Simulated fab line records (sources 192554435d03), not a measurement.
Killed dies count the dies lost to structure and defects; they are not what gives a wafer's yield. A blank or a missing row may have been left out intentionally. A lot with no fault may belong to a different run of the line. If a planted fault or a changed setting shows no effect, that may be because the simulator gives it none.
Matching of chambers || flow n5 finfet || N5_HKMG_FIN_ALD_91 on ald metal-03 has 4 sister chambers
The step deposits TiN, target thk 1 nm, pulse time 1 s, purge time 3 s. 4 wafers are shown with their chamber, then 7 later ones without.

## WAFERS PAIRED WITH THEIR CHAMBERS
{"wafer": "L074.4", "chamber": 2, "heater power w (W)": 902}
{"wafer": "L089.2", "chamber": 3, "heater power w (W)": 1013}
{"wafer": "L089.4", "chamber": 1, "heater power w (W)": 928}
{"wafer": "L090.5", "chamber": 0, "heater power w (W)": 850}

## WAFERS MISSING THEIR CHAMBER
{"wafer": "L090.6", "heater power w (W)": 916}
{"wafer": "L092.3", "heater power w (W)": 974}
{"wafer": "L092.4", "heater power w (W)": 853}
{"wafer": "L092.5", "heater power w (W)": 1012}
{"wafer": "L095.1", "heater power w (W)": 917}
{"wafer": "L095.4", "heater power w (W)": 991}
{"wafer": "L095.5", "heater power w (W)": 865}

## THE CHAMBER EACH PASSED THROUGH
{"wafer": "L090.6", "from the rows above": "can't be placed: 1 or 2", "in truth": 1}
{"wafer": "L092.3", "from the rows above": "can't be placed: 3 or 1 or 2", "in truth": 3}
{"wafer": "L092.4", "from the rows above": 0, "in truth": 0}
{"wafer": "L092.5", "from the rows above": 3, "in truth": 3}
{"wafer": "L095.1", "from the rows above": "can't be placed: 1 or 2", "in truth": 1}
{"wafer": "L095.4", "from the rows above": 3, "in truth": 3}
{"wafer": "L095.5", "from the rows above": "can't be placed: 0 or 2", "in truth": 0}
3 of 7 placed correctly. Cannot be placed on the basis of these rows: 4; the candidates contain the true chamber in 4. Wrongly placed: 0.
How it was worked out, from the rows above alone: a wafer's distance from a chamber is the root of the sum, over the readings, of the square of ((its reading less the chamber's mean) divided by the reading's scatter). If the next closest chamber is less than 2 further off than the closest, the wafer can't be placed; otherwise it belongs to the closest. For every chamber, the mean is computed from those of its wafers that are shown. The scatter (one wafer shown for each chamber): square how far every hidden wafer sits from the nearest shown wafer, average those squares and take the square root.
